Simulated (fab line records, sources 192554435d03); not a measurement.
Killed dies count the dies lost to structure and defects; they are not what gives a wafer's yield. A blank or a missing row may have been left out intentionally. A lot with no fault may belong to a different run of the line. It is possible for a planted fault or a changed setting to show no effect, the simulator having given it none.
One fault seen from 2 desks || flow n5 finfet || numbers are kept per desk, each desk with only its own; the story behind them comes last

## FOR THE TOOL OWNER'S DESK: rie diel-06
The tool's own readings at N5_BEOL_M0_SAQP_ETCH_88 (etches underlayer in N2/H2, target depth 6.5 nm, time 5.2 s): means of the sampled wafers that have a number, for each lot that ran on this tool. Any lot whose mean is over 4 standard deviations away from the usual mean is out of limits and marked OUT; that distance is given in the brackets.
Columns: A = drypump motor current A at N5_BEOL_M0_SAQP_ETCH_88, usual 6.0 A; B = etch rf on time s at N5_BEOL_M0_SAQP_ETCH_88, usual 5.19 s; C = oes product au at N5_BEOL_M0_SAQP_ETCH_88, usual 0.65 a.u.; D = rf fwd power W at N5_BEOL_M0_SAQP_ETCH_88, usual 819.0 W; E = rf vpp V at N5_BEOL_M0_SAQP_ETCH_88, usual 523 V; F = showerhead plenum p Torr at N5_BEOL_M0_SAQP_ETCH_88, usual 2.53 Torr; G = throttle valve pct at N5_BEOL_M0_SAQP_ETCH_88, usual 17.94 %
{"lot": "L151", "first seen here": "day 7 10:42", "A": 5.9, "B": 5.04, "C": 0.62, "D": 819.3, "E": 521, "F": 2.47, "G": 18.02}
{"lot": "L152", "first seen here": "day 7 18:07", "A": 5.9, "B": 5.15, "C": 0.64, "D": 818.8, "E": 525, "F": 2.56, "G": 18.12}
{"lot": "L163", "first seen here": "day 10 13:00", "A": 5.8, "B": "4.08 (-6.9) OUT", "C": 0.86, "D": 820.2, "E": 520, "F": 2.41, "G": 17.81}
This desk's finding: out of limits on L163; first on L163, day 10 13:00 (etch rf on time s at N5_BEOL_M0_SAQP_ETCH_88). L151, L152 stayed within limits.

## THE METROLOGY DESK
Means of the sampled wafers that have a number, per lot and without regard to the tool the lot ran on: this is what the gauges read. Any lot whose mean is over 4 standard deviations away from the usual mean is out of limits and marked OUT; that distance is given in the brackets. It has 11 readings; the 7 that lie furthest out on some lot are the ones shown.
Columns: A = M0_CUT1_OVL at N5_BEOL_M0_SAQP_OVL_MEAS_41, usual 0.0 nm; B = DIBL_N at N5_BEOL_M4_RC_MEAS_101, usual 36.4 mV/V; C = IOFF_N at N5_BEOL_M4_RC_MEAS_101, usual 0.16 nA/um; D = ION_P at N5_BEOL_M4_RC_MEAS_101, usual 459 uA/um; E = SS_N at N5_BEOL_M4_RC_MEAS_101, usual 71.6 mV/dec; F = SS_P at N5_BEOL_M4_RC_MEAS_101, usual 73.3 mV/dec; G = VT_P at N5_BEOL_M4_RC_MEAS_101, usual -251 mV
{"lot": "L150", "first seen here": "day 7 03:58", "A": 0.0, "B": 36.1, "C": 0.18, "D": 455, "E": 71.6, "F": 73.7, "G": -249}
{"lot": "L151", "first seen here": "day 7 10:17", "A": -0.4, "B": 36.8, "C": 0.17, "D": 463, "E": 71.5, "F": 73.7, "G": -249}
{"lot": "L152", "first seen here": "day 7 18:00", "A": 1.3, "B": 35.8, "C": 0.14, "D": 460, "E": 71.0, "F": 72.9, "G": -249}
{"lot": "L153", "first seen here": "day 8 02:16", "A": -0.8, "B": 38.4, "C": 0.20, "D": 457, "E": 72.6, "F": 73.6, "G": -249}
{"lot": "L154", "first seen here": "day 8 04:49", "A": -0.4, "B": 34.9, "C": 0.14, "D": 451, "E": 71.2, "F": 72.3, "G": -254}
{"lot": "L156", "first seen here": "day 8 21:58", "A": -0.4, "B": 37.5, "C": 0.18, "D": 458, "E": 72.1, "F": 74.1, "G": -251}
{"lot": "L163", "first seen here": "day 10 12:52", "A": -0.5, "B": 37.2, "C": 0.17, "D": 458, "E": 71.9, "F": 73.2, "G": -252}
{"lot": "L164", "first seen here": "day 10 15:29", "A": 0.1, "B": 35.7, "C": 0.15, "D": 458, "E": 72.2, "F": 72.7, "G": -250}
{"lot": "L166", "first seen here": "day 11 10:26", "A": 0.3, "B": 36.5, "C": 0.16, "D": 451, "E": 71.3, "F": 73.4, "G": -255}
Result from this desk: across the 9 lots, nothing is out of limits.

## BROUGHT TOGETHER
At day 10 13:00, on L163, the tool owner's desk was in a position to raise an alarm.
From the metrology desk's view, nothing was out of limits.
The metrology desk holds a record of L163, inside its limits.
The lots listed all ran N5_BEOL_M0_SAQP_ETCH_88 on rie diel-06.

## WHAT HAD BEEN PUT IN BY THE SIMULATOR
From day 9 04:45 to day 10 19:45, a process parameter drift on rie diel-06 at N5_BEOL_M0_SAQP_ETCH_88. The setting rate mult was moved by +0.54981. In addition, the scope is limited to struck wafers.
Struck lots among those shown: L163.
Each desk's first reading out of limits, in hours after the fault started: the tool owner's desk, 32.
